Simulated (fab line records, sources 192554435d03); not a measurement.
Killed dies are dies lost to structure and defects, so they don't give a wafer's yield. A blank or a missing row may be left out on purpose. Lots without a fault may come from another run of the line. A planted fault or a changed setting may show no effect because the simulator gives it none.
One fault seen from 2 desks | flow n5_finfet | each desk has only its own numbers; what lay behind them comes last

THE TOOL OWNER'S DESK: pvd_sputter-01
The tool's own readings at N5_BEOL_M5_SPUTTER_81 (material Cu, target thk 15 nm, time 27.62 s): means of the sampled wafers that have a number, for each lot that ran on this tool. A lot is out of limits, marked OUT, if its mean lies more than 4 standard deviations from the usual mean; the brackets give that distance.
Columns: A = chamber_pressure_pa at N5_BEOL_M5_SPUTTER_81, usual 0.07 Pa; B = chuck_sensor_temp_C at N5_BEOL_M5_SPUTTER_81, usual -16.0 C; C = susceptor_temp_C at N5_BEOL_M5_SPUTTER_81, usual -20.00 C; D = throttle_valve_pct at N5_BEOL_M5_SPUTTER_81, usual 30.1 %
lot  | first seen here | A              | B     | C      | D
L219 | day 9 01:05     | 0.07           | -16.3 | -20.05 | 29.7
L223 | day 10 03:23    | 0.07 (+13) OUT | -16.0 | -19.94 | 30.0
L225 | day 10 13:42    | 0.07 (+14) OUT | -16.1 | -20.02 | 29.9
This desk's finding: out of limits on L223, L225; first on L223, day 10 03:23 (chamber_pressure_pa at N5_BEOL_M5_SPUTTER_81). In limits: L219.

THE METROLOGY DESK
What the gauges read, lot by lot, whatever tool the lot ran on: means of the sampled wafers that have a number. A lot is out of limits, marked OUT, if its mean lies more than 4 standard deviations from the usual mean; the brackets give that distance.
Columns: A = cd_nm at N5_BEOL_M5_CD_MEAS_35, usual 27.9 nm
lot  | first seen here | A
L219 | day 8 22:17     | 27.7
L223 | day 10 00:59    | 28.1
L226 | day 10 06:40    | 27.8
L225 | day 10 11:29    | 28.2
L237 | day 13 18:42    | 27.6
L236 | day 14 01:25    | 28.1
This desk's finding: nothing out of limits on any of the 6 lots.

PUT TOGETHER
The tool owner's desk could have raised an alarm at day 10 03:23, on L223, L225.
The metrology desk saw nothing out of limits.
The metrology desk has L223, L225 on record, within its limits.
Of the lots named, all ran N5_BEOL_M5_SPUTTER_81 on pvd_sputter-01.

WHAT THE SIMULATOR HAD PUT IN
Process parameter drift: pvd_sputter-01, from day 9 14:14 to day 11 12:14, at N5_BEOL_M5_SPUTTER_81. Setting chamber_pressure_pa, moved by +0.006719, from 0.07. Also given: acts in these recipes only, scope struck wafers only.
Lots struck among those shown: L223, L225.
Hours from the fault's start to each desk's first reading out of limits: the tool owner's desk, 13.
